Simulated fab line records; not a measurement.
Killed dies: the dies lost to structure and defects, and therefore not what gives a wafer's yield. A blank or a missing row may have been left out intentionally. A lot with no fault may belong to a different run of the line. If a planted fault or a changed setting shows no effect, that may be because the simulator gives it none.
fab line records | flow nandHarc | part 1 of 2: steps 1 to 4 of 6
[record] lots = 21 | wafers = 63 | lastDay = 33
route steps=1302 shown A_STAIRCASE@681
lots untouched by any fault: they come from a run of this same line in which no faults occurred
startH: hours from the record's first day to the start of the lot's first wafer shown | waitH: hours since the lot's step before | " identical to the entry in the row above | L1.1+2: a single row standing in for several wafers | - no value, or no start was given | * or withheld: withheld | < > ~ a bound
route shown NAME@n: NAME is a module with steps in the file, n the number in the route of the first one | usual: the fault-free wafers' mean and standard deviation | same: alike in all rows | chamber/n: place in a boat | sites: the reading at each site | _std_site: the standard deviation of these | _edge_site: inner sites' mean taken away from outer sites' mean | radiusMm: for every site, how far away it sits from the centre of the wafer | mask NAME#n: copy n | behind: the tool/chamber that last shaped the wafer | hold: why the lot went on hold/how many hours it stayed there/how the hold came to an end | device: names the non-switching transistor (n, p or np) | end of line: the tests these same wafers got at the end of their route | a step without rows: its recipe alone | killed: the dies lost at the first sort to structure and to defects; this is not the yield of the wafer | map: a wafer's dies, x killed, . not, _ none there
set.NAME: the setting the step ran with; set.NAME@STEP: the setting that earlier step ran with | model.NAME: the simulator's own value behind a step, which no gauge read
route steps across a sampled set of lots; one table per step, one row per wafer
services: the hour from which a tool's chamber was out of use, counted from the record's first day as startH (under 0 if before that day), plus the number of hours and why
[[steps]]
[step NHARC_A_STAIRCASE_TRIM_24]
[recipe] timeS = 211.2 | o2FlowSccm = 500 | arFlowSccm = 0 | biasW = 0 | chemistry = O2
[usual] drypumpMotorCurrentA = 5.8/0.35 | o2FlowSccm = 500.1/1.5 | oesProductAu = 1.003/0.011 | rfVppV = 57.8/0.96 | showerheadPlenumPTorr = 3.52/0.19 | throttleValvePct = 17.037/0.0098
lot.wafer | tool       | chamber | startH | waitH | drypumpMotorCurrentA | o2FlowSccm | oesProductAu | rfHoursCounterH | rfVppV | showerheadPlenumPTorr | throttleValvePct
L074.1    | rieDiel-12 | 3       | -      | -     | 5.8                  | 501.3      | 1.013        | 27              | 57.1   | 3.29                  | 17.029
L074.4    | "          | 0       | "      | "     | 5.9                  | 499.5      | 0.996        | 26              | 58.9   | 3.79                  | 17.051
L074.2    | "          | 2       | "      | "     | 6.2                  | 500.8      | 1.024        | 32              | 57.3   | 3.40                  | 17.035
L075.2    | rieDiel-12 | 1       | -      | -     | 5.8                  | 501.1      | 0.993        | 40              | 58.6   | 3.65                  | 17.042
L075.5    | "          | 3       | "      | "     | 5.8                  | 501.9      | 1.008        | -               | 57.4   | 3.29                  | 17.040
L075.6    | "          | 0       | "      | "     | 5.9                  | 501.0      | 0.990        | -               | 58.7   | 3.79                  | 17.035
L078.1    | rieDiel-06 | 1       | -      | -     | 5.7                  | 503.9      | 1.003        | 16              | 56.7   | 3.53                  | 17.032
L078.3    | "          | 2       | "      | "     | 5.0                  | 501.0      | 1.011        | 26              | 58.6   | 3.76                  | 17.036
L078.5    | "          | 1       | "      | "     | 5.7                  | 500.5      | 1.010        | -               | 57.4   | 3.53                  | 17.049
L079.2    | rieDiel-01 | 1       | -      | -     | 6.4                  | 499.1      | 1.001        | 6               | 56.7   | 3.34                  | 17.039
L079.6    | "          | 2       | "      | "     | 5.7                  | 501.2      | 1.018        | -               | 57.4   | 3.29                  | 17.045
L079.5    | "          | 3       | "      | "     | 5.8                  | 503.5      | 1.013        | -               | 57.7   | 3.78                  | 17.028
L080.1    | rieDiel-06 | 2       | -      | -     | 5.1                  | 498.5      | 1.017        | 34              | 59.5   | 3.75                  | 17.033
L080.3    | "          | 3       | "      | "     | 5.9                  | 498.7      | 1.005        | 31              | 57.7   | 3.41                  | 17.046
L080.5    | "          | 2       | "      | "     | 5.1                  | 496.9      | 1.014        | -               | 58.5   | 3.75                  | 17.046
L081.3    | rieDiel-06 | 3       | -      | -     | 5.9                  | 499.1      | 1.005        | 34              | 57.4   | 3.41                  | 17.051
L081.4    | "          | 0       | "      | "     | 5.6                  | 498.1      | 0.997        | 40              | 57.3   | 3.40                  | 17.064
L081.6    | "          | 1       | "      | "     | 5.7                  | 498.7      | 0.999        | -               | 58.1   | 3.52                  | 17.018
L082.4    | rieDiel-01 | 1       | -      | -     | 6.4                  | 496.9      | 1.013        | 13              | 55.9   | 3.34                  | 17.041
L082.1    | "          | 2       | "      | "     | 5.7                  | 496.7      | 1.010        | 11              | 56.6   | 3.29                  | 17.039
L082.6    | "          | 1       | "      | "     | 6.4                  | 499.6      | 0.992        | -               | 56.5   | 3.34                  | 17.024
L083.2    | rieDiel-01 | 1       | -      | -     | 6.4                  | 502.5      | 1.005        | 22              | 55.9   | 3.33                  | 17.031
L083.4    | "          | 2       | "      | "     | 5.7                  | 501.7      | 1.012        | 19              | 57.3   | 3.28                  | 17.020
L083.6    | "          | 2       | "      | "     | 5.7                  | 499.2      | 1.015        | -               | 57.1   | 3.28                  | 17.037
L085.2    | rieDiel-06 | 2       | -      | -     | 5.0                  | 500.9      | 1.012        | 45              | 57.3   | 3.75                  | 17.039
L085.1    | "          | 3       | "      | "     | 5.9                  | 500.1      | 1.002        | 45              | 56.0   | 3.41                  | 17.040
L085.3    | "          | 0       | "      | "     | 5.6                  | 499.6      | 0.999        | 53              | 57.1   | 3.39                  | 17.038
L086.3    | rieDiel-06 | 1       | -      | -     | 5.7                  | 500.2      | 1.006        | 44              | 58.2   | 3.51                  | 17.038
L086.6    | "          | 3       | "      | "     | 5.9                  | 497.4      | 0.994        | -               | 57.3   | 3.40                  | 17.040
L086.5    | "          | 0       | "      | "     | 5.6                  | 499.9      | 1.016        | -               | 59.3   | 3.39                  | 17.041
L087.2    | rieDiel-01 | 0       | -      | -     | 5.4                  | 503.0      | 0.999        | 41              | 57.8   | 3.54                  | 17.040
L087.1    | "          | 1       | "      | "     | 6.4                  | 502.4      | 1.015        | 41              | 57.2   | 3.32                  | 17.039
L087.6    | "          | 2       | "      | "     | 5.7                  | 500.1      | 1.012        | -               | 57.7   | 3.27                  | 17.038
L088.4    | rieDiel-12 | 1       | -      | -     | 5.8                  | 498.9      | 0.974        | 16              | 58.2   | 3.63                  | 17.030
L088.6    | "          | 0       | "      | "     | 5.9                  | 498.8      | 1.004        | -               | 58.0   | 3.76                  | 17.048
L088.5    | "          | 1       | "      | "     | 5.8                  | 500.0      | 0.973        | -               | 57.9   | 3.63                  | 17.036
L090.3    | rieDiel-01 | 1       | -      | -     | 6.4                  | 500.9      | 1.012        | 42              | 57.8   | 3.32                  | 17.033
L090.1    | "          | 0       | "      | "     | 5.4                  | 499.8      | 1.002        | 42              | 58.0   | 3.54                  | 17.012
L090.5    | "          | 2       | "      | "     | 5.7                  | 498.1      | 1.005        | -               | 57.7   | 3.27                  | 17.051
L089.3    | rieDiel-06 | 3       | -      | -     | 5.9                  | 498.5      | 0.992        | 0               | 57.3   | 3.40                  | 17.052
L089.1    | "          | 1       | "      | "     | 5.7                  | 502.9      | 0.995        | 8               | 57.7   | 3.51                  | 17.036
L089.6    | "          | 3       | "      | "     | 5.9                  | 500.4      | 0.991        | -               | 57.5   | 3.40                  | 17.038
L091.3    | rieDiel-01 | 3       | -      | -     | 5.8                  | 499.0      | 1.007        | 44              | 59.8   | 3.76                  | 17.030
L091.6    | "          | 3       | "      | "     | 5.8                  | 499.6      | 1.014        | -               | 58.2   | 3.76                  | 17.050
L091.4    | "          | 1       | "      | "     | 6.4                  | 498.2      | 1.017        | -               | 57.6   | 3.32                  | 17.048
L093.2    | rieDiel-06 | 0       | -      | -     | 5.6                  | 501.6      | 1.011        | 17              | 58.3   | 3.38                  | 17.036
L093.3    | "          | 1       | "      | "     | 5.7                  | 498.1      | 1.000        | 17              | 56.1   | 3.50                  | 17.047
L093.1    | "          | 2       | "      | "     | 5.0                  | 498.9      | 1.000        | 16              | 59.5   | 3.73                  | 17.021
L092.1    | rieDiel-06 | 1       | -      | -     | 5.7                  | 499.9      | 0.994        | 17              | 56.3   | 3.50                  | 17.045
L092.2    | "          | 3       | "      | "     | 5.9                  | 501.0      | 0.992        | 9               | 58.3   | 3.40                  | 17.029
L092.3    | "          | 0       | "      | "     | 5.6                  | 499.3      | 1.008        | 17              | 57.5   | 3.38                  | 17.041
L094.4    | rieDiel-01 | 3       | -      | -     | 5.8                  | 499.2      | 1.012        | 57              | 59.1   | 3.75                  | 17.035
L094.2    | "          | 1       | "      | "     | 6.4                  | 500.7      | 0.999        | 55              | 56.3   | 3.32                  | 17.040
L094.1    | "          | 2       | "      | "     | 5.7                  | 501.0      | 1.010        | 54              | 57.1   | 3.26                  | 17.046
L095.3    | rieDiel-12 | 3       | -      | -     | 5.8                  | 499.7      | 1.009        | 30              | 58.4   | 3.79                  | 17.041
L095.2    | "          | 2       | "      | "     | 6.3                  | 501.3      | 1.004        | 36              | 57.7   | 3.36                  | 17.049
L095.6    | "          | 0       | "      | "     | 5.9                  | 499.5      | 0.981        | -               | 55.7   | 3.75                  | 17.039
L097.2    | rieDiel-12 | 1       | -      | -     | 5.8                  | 500.4      | 0.985        | 39              | 58.6   | 3.62                  | 17.021
L097.3    | "          | 3       | "      | "     | 5.8                  | 500.2      | 1.023        | 36              | 57.8   | 3.79                  | 17.041
L097.6    | "          | 1       | "      | "     | 5.8                  | 502.4      | 0.993        | -               | 59.4   | 3.62                  | 17.034
L096.1    | rieDiel-06 | 2       | -      | -     | 5.0                  | 499.9      | 1.004        | 29              | 58.3   | 3.73                  | 17.035
L096.2    | "          | 1       | "      | "     | 5.7                  | 499.2      | 1.003        | 30              | 56.4   | 3.50                  | 17.035
L096.6    | "          | 3       | "      | "     | 5.9                  | 500.4      | 0.997        | -               | 57.6   | 3.39                  | 17.042
[step NHARC_A_STAIRCASE_TRIM_196]
[recipe] timeS = 211.2 | o2FlowSccm = 500 | arFlowSccm = 0 | biasW = 0 | chemistry = O2
[usual] drypumpMotorCurrentA = 5.8/0.31 | o2FlowSccm = 500.0/1.4 | oesProductAu = 1.003/0.012 | rfVppV = 57.8/0.98 | showerheadPlenumPTorr = 3.52/0.19 | throttleValvePct = 17.036/0.0095
lot.wafer | tool       | chamber | startH | waitH | drypumpMotorCurrentA | o2FlowSccm | oesProductAu | rfHoursCounterH | rfVppV | showerheadPlenumPTorr | throttleValvePct
L074.1    | rieDiel-12 | 0       | 344.59 | 0.1   | 5.9                  | 500.8      | 0.994        | 27              | 57.7   | 3.79                  | 17.050
L074.2    | "          | 2       | "      | "     | 6.2                  | 500.3      | 1.017        | 34              | 58.1   | 3.40                  | 17.030
L074.4    | "          | 3       | "      | "     | 5.8                  | 496.6      | 1.001        | 29              | 57.8   | 3.29                  | 17.041
L075.2    | rieDiel-01 | 0       | 363.50 | 0.1   | 5.4                  | 502.2      | 1.001        | 41              | 57.6   | 3.57                  | 17.040
L075.6    | "          | 0       | "      | "     | 5.4                  | 500.8      | 0.988        | -               | 58.8   | 3.57                  | 17.036
L075.5    | "          | 1       | "      | "     | 6.4                  | 498.1      | 1.009        | -               | 57.3   | 3.35                  | 17.045
L078.3    | rieDiel-12 | 2       | 395.45 | 0.1   | 6.2                  | 499.7      | 1.006        | 52              | 56.2   | 3.39                  | 17.020
L078.1    | "          | 3       | "      | "     | 5.8                  | 499.1      | 1.001        | 44              | 56.8   | 3.28                  | 17.026
L078.5    | "          | 2       | "      | "     | 6.2                  | 499.4      | 0.998        | -               | 57.0   | 3.39                  | 17.039
L079.2    | rieDiel-01 | 3       | 407.20 | 0.1   | 5.9                  | 501.0      | 1.014        | 5               | 58.5   | 3.78                  | 17.046
L079.6    | "          | 2       | "      | "     | 5.7                  | 499.9      | 1.004        | -               | 57.7   | 3.29                  | 17.026
L079.5    | "          | 3       | "      | "     | 5.8                  | 499.2      | 1.009        | -               | 58.6   | 3.78                  | 17.038
L080.1    | rieDiel-01 | 3       | 421.40 | 0.1   | 5.8                  | 501.4      | 1.005        | 12              | 60.3   | 3.77                  | 17.018
L080.3    | "          | 0       | "      | "     | 5.4                  | 500.1      | 0.992        | 12              | 59.5   | 3.56                  | 17.049
L080.5    | "          | 3       | "      | "     | 5.8                  | 501.1      | 1.026        | -               | 57.7   | 3.77                  | 17.046
L081.3    | rieDiel-12 | 1       | 433.38 | 0.1   | 5.8                  | 499.4      | 0.993        | 63              | 59.0   | 3.64                  | 17.024
L081.4    | "          | 3       | "      | "     | 5.8                  | 501.6      | 1.005        | 61              | 56.8   | 3.27                  | 17.044
L081.6    | "          | 2       | "      | "     | 6.2                  | 500.3      | 1.002        | -               | 56.5   | 3.38                  | 17.042
L082.1    | rieDiel-01 | 1       | 433.73 | 0.1   | 6.4                  | 500.1      | 1.007        | 14              | 57.4   | 3.34                  | 17.039
L082.4    | "          | 2       | "      | "     | 5.7                  | 501.1      | 1.005        | 12              | 58.4   | 3.28                  | 17.022
L082.6    | "          | 0       | "      | "     | 5.4                  | 499.5      | 0.996        | -               | 58.5   | 3.55                  | 17.023
L083.4    | rieDiel-01 | 2       | 457.42 | 0.1   | 5.7                  | 501.9      | 1.006        | 20              | 57.8   | 3.28                  | 17.033
L083.2    | "          | 3       | "      | "     | 5.8                  | 502.3      | 1.031        | 23              | 58.8   | 3.77                  | 17.039
L083.6    | "          | 2       | "      | "     | 5.7                  | 499.8      | 1.024        | -               | 57.5   | 3.28                  | 17.023
L085.1    | rieDiel-01 | 2       | 461.34 | 0.1   | 5.7                  | 500.3      | 1.016        | 21              | 56.5   | 3.28                  | 17.016
L085.2    | "          | 3       | "      | "     | 5.8                  | 499.0      | 1.012        | 24              | 57.8   | 3.77                  | 17.033
L085.3    | "          | 0       | "      | "     | 5.4                  | 501.3      | 0.985        | 26              | 57.8   | 3.55                  | 17.042
L086.3    | rieDiel-12 | 0       | 477.60 | 0.1   | 5.9                  | 499.6      | 0.997        | 8               | 58.0   | 3.77                  | 17.042
L086.6    | "          | 2       | "      | "     | 6.3                  | 500.4      | 1.020        | -               | 56.7   | 3.38                  | 17.025
L086.5    | "          | 3       | "      | "     | 5.8                  | 499.7      | 1.011        | -               | 58.2   | 3.80                  | 17.029
L087.2    | rieDiel-12 | 1       | 507.05 | 0.1   | 5.8                  | 500.2      | 0.981        | 18              | 59.2   | 3.63                  | 17.035
L087.1    | "          | 2       | "      | "     | 6.2                  | 501.4      | 1.016        | 19              | 58.6   | 3.37                  | 17.028
L087.6    | "          | 2       | "      | "     | 6.2                  | 500.7      | 1.009        | -               | 56.3   | 3.37                  | 17.033
L088.4    | rieDiel-12 | 0       | 508.10 | 0.1   | 5.9                  | 500.4      | 0.993        | 19              | 57.9   | 3.76                  | 17.033
L088.5    | "          | 2       | "      | "     | 6.2                  | 498.2      | 1.020        | -               | 57.5   | 3.37                  | 17.051
L088.6    | "          | 3       | "      | "     | 5.8                  | 502.8      | 1.024        | -               | 59.0   | 3.80                  | 17.039
L090.1    | rieDiel-01 | 3       | 511.71 | 0.1   | 5.9                  | 500.2      | 1.013        | 40              | 58.7   | 3.76                  | 17.034
L090.3    | "          | 2       | "      | "     | 5.7                  | 500.0      | 1.011        | -               | 56.6   | 3.27                  | 17.047
L090.5    | "          | 3       | "      | "     | 5.8                  | 498.7      | 1.009        | -               | 58.9   | 3.76                  | 17.023
L089.3    | rieDiel-06 | 2       | 512.61 | 0.1   | 5.0                  | 498.7      | 0.985        | 9               | 57.8   | 3.74                  | 17.036
L089.1    | "          | 3       | "      | "     | 5.9                  | 499.9      | 0.984        | 1               | 57.5   | 3.40                  | 17.049
L089.6    | "          | 2       | "      | "     | 5.0                  | 500.3      | 0.999        | -               | 58.6   | 3.74                  | 17.032
L091.3    | rieDiel-01 | 3       | 526.25 | 0.1   | 5.8                  | 500.1      | 1.023        | 44              | 60.0   | 3.76                  | 17.030
L091.6    | "          | 2       | "      | "     | 5.7                  | 498.4      | 1.008        | -               | 56.1   | 3.27                  | 17.033
L091.4    | "          | 1       | "      | "     | 6.4                  | 499.6      | 1.014        | -               | 58.3   | 3.32                  | 17.028
L093.1    | rieDiel-12 | 0       | 537.77 | 0.1   | 5.9                  | 500.4      | 0.997        | 30              | 57.6   | 3.76                  | 17.030
L093.2    | "          | 1       | "      | "     | 5.8                  | 500.0      | 0.985        | 30              | 58.6   | 3.62                  | 17.024
L093.3    | "          | 2       | "      | "     | 6.2                  | 501.7      | 1.021        | 32              | 57.3   | 3.36                  | 17.028
L092.2    | rieDiel-01 | 1       | 538.49 | 0.1   | 6.4                  | 500.4      | 1.004        | 52              | 56.7   | 3.32                  | 17.044
L092.3    | "          | 2       | "      | "     | 5.7                  | 502.7      | 0.999        | 51              | 57.3   | 3.26                  | 17.049
L092.1    | "          | 0       | "      | "     | 5.4                  | 499.6      | 1.012        | 43              | 57.2   | 3.54                  | 17.038
L094.4    | rieDiel-01 | 0       | 548.81 | 0.1   | 5.4                  | 501.6      | 1.005        | 48              | 58.2   | 3.54                  | 17.048
L094.1    | "          | 1       | "      | "     | 6.4                  | 498.9      | 1.006        | 56              | 55.7   | 3.32                  | 17.042
L094.2    | "          | 2       | "      | "     | 5.7                  | 500.3      | 1.006        | 55              | 57.0   | 3.26                  | 17.025
L095.3    | rieDiel-12 | 1       | 555.53 | 0.1   | 5.8                  | 501.8      | 0.984        | 35              | 60.1   | 3.62                  | 17.042
L095.2    | "          | 0       | "      | "     | 5.9                  | 500.1      | 0.977        | 35              | 58.4   | 3.75                  | 17.037
L095.6    | "          | 2       | "      | "     | 6.2                  | 500.8      | 1.004        | -               | 56.4   | 3.36                  | 17.046
L097.3    | rieDiel-06 | 3       | 581.05 | 0.1   | 5.9                  | 499.2      | 0.994        | 23              | 56.2   | 3.39                  | 17.040
L097.2    | "          | 0       | "      | "     | 5.6                  | 502.0      | 1.012        | 35              | 56.4   | 3.37                  | 17.029
L097.6    | "          | 3       | "      | "     | 5.9                  | 500.2      | 0.999        | -               | 57.2   | 3.39                  | 17.042
L096.2    | rieDiel-06 | 2       | 584.71 | 0.1   | 5.0                  | 502.9      | 1.000        | 33              | 57.8   | 3.73                  | 17.050
L096.1    | "          | 0       | "      | "     | 5.6                  | 498.6      | 1.010        | 36              | 56.9   | 3.37                  | 17.031
L096.6    | "          | 1       | "      | "     | 5.7                  | 501.5      | 1.001        | -               | 58.6   | 3.49                  | 17.044
[step NHARC_A_STAIRCASE_ETCH_203]
[recipe] targetDepthA = 1000 | timeS = 40.5 | ionEnergyEv = 400 | c4f8FlowSccm = 20 | o2FlowSccm = 10 | arFlowSccm = withheld | rfW = 600 | biasW = 1000 | chemistry = C4F8/O2
[usual] oesProductAu = 0.947/0.011 | rfVppV = 895/7.2
lot.wafer | tool       | chamber | startH | waitH | oesProductAu | rfHoursCounterH | rfVppV
L074.1    | rieDiel-12 | 2       | -      | -     | 0.960        | 34              | 892
L074.2    | "          | 0       | "      | "     | 0.930        | 28              | 906
L074.4    | "          | 1       | "      | "     | 0.923        | 33              | 902
L075.2    | rieDiel-01 | 0       | -      | -     | 0.945        | 41              | 897
L075.5    | "          | 1       | "      | "     | 0.961        | -               | 890
L075.6    | "          | 2       | "      | "     | 0.943        | -               | 887
L078.3    | rieDiel-12 | 2       | -      | -     | 0.953        | 52              | 892
L078.1    | "          | 0       | "      | "     | 0.931        | 44              | 905
L078.5    | "          | 2       | "      | "     | 0.956        | -               | 890
L079.2    | rieDiel-01 | 2       | -      | -     | 0.952        | 5               | 887
L079.5    | "          | 2       | "      | "     | 0.961        | -               | 886
L079.6    | "          | 3       | "      | "     | 0.949        | -               | 904
L080.1    | rieDiel-01 | 1       | -      | -     | 0.938        | 11              | 888
L080.3    | "          | 3       | "      | "     | 0.958        | 12              | 902
L080.5    | "          | 1       | "      | "     | 0.947        | -               | 889
L081.3    | rieDiel-12 | 2       | -      | -     | 0.951        | 67              | 889
L081.4    | "          | 1       | "      | "     | 0.941        | 64              | 900
L081.6    | "          | 3       | "      | "     | 0.953        | -               | 888
L082.1    | rieDiel-01 | 3       | -      | -     | 0.951        | 15              | 905
L082.4    | "          | 0       | "      | "     | 0.938        | 16              | 897
L082.6    | "          | 2       | "      | "     | 0.968        | -               | 887
L083.4    | rieDiel-01 | 2       | -      | -     | 0.962        | 20              | 886
L083.2    | "          | 0       | "      | "     | 0.943        | 26              | 897
L083.6    | "          | 2       | "      | "     | 0.963        | -               | 887
L085.2    | rieDiel-01 | 2       | -      | -     | 0.945        | 21              | 886
L085.1    | "          | 3       | "      | "     | 0.958        | 24              | 905
L085.3    | "          | 0       | "      | "     | 0.946        | 27              | 896
L086.3    | rieDiel-12 | 3       | -      | -     | 0.958        | 7               | 906
L086.6    | "          | 3       | "      | "     | 0.960        | -               | 907
L086.5    | "          | 0       | "      | "     | 0.936        | -               | 903
L087.2    | rieDiel-12 | 1       | -      | -     | 0.938        | 19              | 899
L087.1    | "          | 3       | "      | "     | 0.947        | 18              | 907
L087.6    | "          | 1       | "      | "     | 0.929        | -               | 899
L088.4    | rieDiel-12 | 1       | -      | -     | 0.934        | 19              | 900
L088.5    | "          | 3       | "      | "     | 0.978        | -               | 905
L088.6    | "          | 0       | "      | "     | 0.956        | -               | 905
L089.3    | rieDiel-06 | 1       | -      | -     | 0.934        | 9               | 895
L089.1    | "          | 2       | "      | "     | 0.940        | 9               | 904
L089.6    | "          | 1       | "      | "     | 0.939        | -               | 895
L090.1    | rieDiel-01 | 3       | -      | -     | 0.950        | 41              | 904
L090.3    | "          | 3       | "      | "     | 0.943        | -               | 903
L090.5    | "          | 2       | "      | "     | 0.940        | -               | 886
L091.3    | rieDiel-01 | 3       | -      | -     | 0.943        | 47              | 905
L091.4    | "          | 1       | "      | "     | 0.946        | -               | 887
L091.6    | "          | 2       | "      | "     | 0.935        | -               | 886
L093.1    | rieDiel-12 | 1       | -      | -     | 0.948        | 30              | 899
L093.2    | "          | 2       | "      | "     | 0.958        | 33              | 890
L093.3    | "          | 3       | "      | "     | 0.969        | 27              | 906
L092.3    | rieDiel-01 | 0       | -      | -     | 0.955        | 43              | 895
L092.2    | "          | 1       | "      | "     | 0.944        | 53              | 888
L092.1    | "          | 2       | "      | "     | 0.944        | 52              | 885
L094.2    | rieDiel-01 | 3       | -      | -     | 0.963        | 58              | 905
L094.1    | "          | 1       | "      | "     | 0.944        | 56              | 887
L094.4    | "          | 2       | "      | "     | 0.943        | 55              | 886
L095.2    | rieDiel-12 | 0       | -      | -     | 0.922        | 35              | 902
L095.3    | "          | 2       | "      | "     | 0.959        | 38              | 889
L095.6    | "          | 1       | "      | "     | 0.922        | -               | 900
L097.3    | rieDiel-06 | 1       | -      | -     | 0.929        | 35              | 894
L097.2    | "          | 3       | "      | "     | 0.930        | 24              | 890
L097.6    | "          | 2       | "      | "     | 0.939        | -               | 904
L096.2    | rieDiel-06 | 0       | -      | -     | 0.946        | 36              | 889
L096.1    | "          | 1       | "      | "     | 0.947        | 36              | 895
L096.6    | "          | 3       | "      | "     | 0.943        | -               | 889
[step NHARC_A_STAIRCASE_ETCH_225]
[recipe] targetDepthA = 1000 | timeS = 40.5 | ionEnergyEv = 400 | c4f8FlowSccm = 20 | o2FlowSccm = 10 | arFlowSccm = withheld | rfW = 600 | biasW = 1000 | chemistry = C4F8/O2
[usual] oesProductAu = 0.946/0.013 | rfVppV = 896/6.9
lot.wafer | tool       | chamber | startH | waitH | oesProductAu | rfHoursCounterH | rfVppV
L074.2    | rieDiel-01 | 2       | -      | -     | 0.948        | 30              | 888
L074.1    | "          | 0       | "      | "     | 0.939        | 37              | 898
L074.4    | "          | 1       | "      | "     | 0.943        | 43              | 889
L075.2    | rieDiel-12 | 2       | -      | -     | 0.942        | 45              | 891
L075.5    | "          | 2       | "      | "     | 0.941        | -               | 891
L075.6    | "          | 3       | "      | "     | 0.935        | -               | 888
L078.3    | rieDiel-01 | 3       | -      | -     | 0.962        | 2               | 904
L078.1    | "          | 0       | "      | "     | 0.957        | 2               | 897
L078.5    | "          | 2       | "      | "     | 0.962        | -               | 888
L079.2    | rieDiel-12 | 1       | -      | -     | 0.949        | 57              | 900
L079.6    | "          | 2       | "      | "     | 0.956        | -               | 890
L079.5    | "          | 3       | "      | "     | 0.957        | -               | 887
L080.3    | rieDiel-06 | 0       | -      | -     | 0.945        | 39              | 892
L080.1    | "          | 3       | "      | "     | 0.952        | 33              | 891
L080.5    | "          | 0       | "      | "     | 0.953        | -               | 890
L081.3    | rieDiel-01 | 3       | -      | -     | 0.949        | 16              | 904
L081.4    | "          | 2       | "      | "     | 0.942        | 13              | 886
L081.6    | "          | 3       | "      | "     | 0.937        | -               | 905
L082.4    | rieDiel-12 | 3       | -      | -     | 0.961        | 61              | 887
L082.1    | "          | 0       | "      | "     | 0.930        | 58              | 905
L082.6    | "          | 2       | "      | "     | 0.962        | -               | 890
L083.4    | rieDiel-12 | 1       | -      | -     | 0.940        | 2               | 900
L083.2    | "          | 3       | "      | "     | 0.955        | 2               | 906
L083.6    | "          | 0       | "      | "     | 0.930        | -               | 904
L085.1    | rieDiel-06 | 3       | -      | -     | 0.951        | 48              | 890
L085.2    | "          | 0       | "      | "     | 0.958        | 56              | 891
L085.3    | "          | 2       | "      | "     | 0.941        | 47              | 904
L086.3    | rieDiel-01 | 2       | -      | -     | 0.959        | 30              | 887
L086.5    | "          | 0       | "      | "     | 0.939        | -               | 897
L086.6    | "          | 1       | "      | "     | 0.950        | -               | 888
L087.2    | rieDiel-12 | 3       | -      | -     | 0.960        | 19              | 905
L087.1    | "          | 0       | "      | "     | 0.942        | 20              | 904
L087.6    | "          | 1       | "      | "     | 0.921        | -               | 900
L088.4    | rieDiel-12 | 2       | -      | -     | 0.952        | 21              | 890
L088.6    | "          | 0       | "      | "     | 0.929        | -               | 905
L088.5    | "          | 1       | "      | "     | 0.932        | -               | 899
L089.3    | rieDiel-01 | 2       | -      | -     | 0.943        | 41              | 885
L089.1    | "          | 3       | "      | "     | 0.958        | 42              | 904
L089.6    | "          | 3       | "      | "     | 0.946        | -               | 904
L090.3    | rieDiel-12 | 0       | -      | -     | 0.944        | 21              | 905
L090.1    | "          | 1       | "      | "     | 0.936        | 21              | 900
L090.5    | "          | 2       | "      | "     | 0.955        | -               | 890
L091.3    | rieDiel-12 | 0       | -      | -     | 0.930        | 27              | 904
L091.6    | "          | 0       | "      | "     | 0.928        | -               | 903
L091.4    | "          | 1       | "      | "     | 0.915        | -               | 900
L093.1    | rieDiel-01 | 3       | -      | -     | 0.978        | 52              | 903
L093.3    | "          | 0       | "      | "     | 0.959        | 43              | 897
L093.2    | "          | 2       | "      | "     | 0.950        | 52              | 887
L092.2    | rieDiel-06 | 3       | -      | -     | 0.911        | 12              | 892
L092.1    | "          | 0       | "      | "     | 0.952        | 21              | 891
L092.3    | "          | 2       | "      | "     | 0.927        | 19              | 904
L094.2    | rieDiel-01 | 3       | -      | -     | 0.963        | 59              | 903
L094.4    | "          | 0       | "      | "     | 0.955        | 49              | 896
L094.1    | "          | 2       | "      | "     | 0.940        | 56              | 887
L095.2    | rieDiel-12 | 2       | -      | -     | 0.949        | 38              | 889
L095.3    | "          | 0       | "      | "     | 0.930        | 36              | 905
L095.6    | "          | 2       | "      | "     | 0.944        | -               | 890
L097.2    | rieDiel-01 | 2       | -      | -     | 0.957        | 8               | 905
L097.3    | "          | 0       | "      | "     | 0.939        | 6               | 897
L097.6    | "          | 2       | "      | "     | 0.961        | -               | 906
L096.1    | rieDiel-06 | 1       | -      | -     | 0.938        | 37              | 895
L096.2    | "          | 2       | "      | "     | 0.956        | 34              | 902
L096.6    | "          | 0       | "      | "     | 0.953        | -               | 890
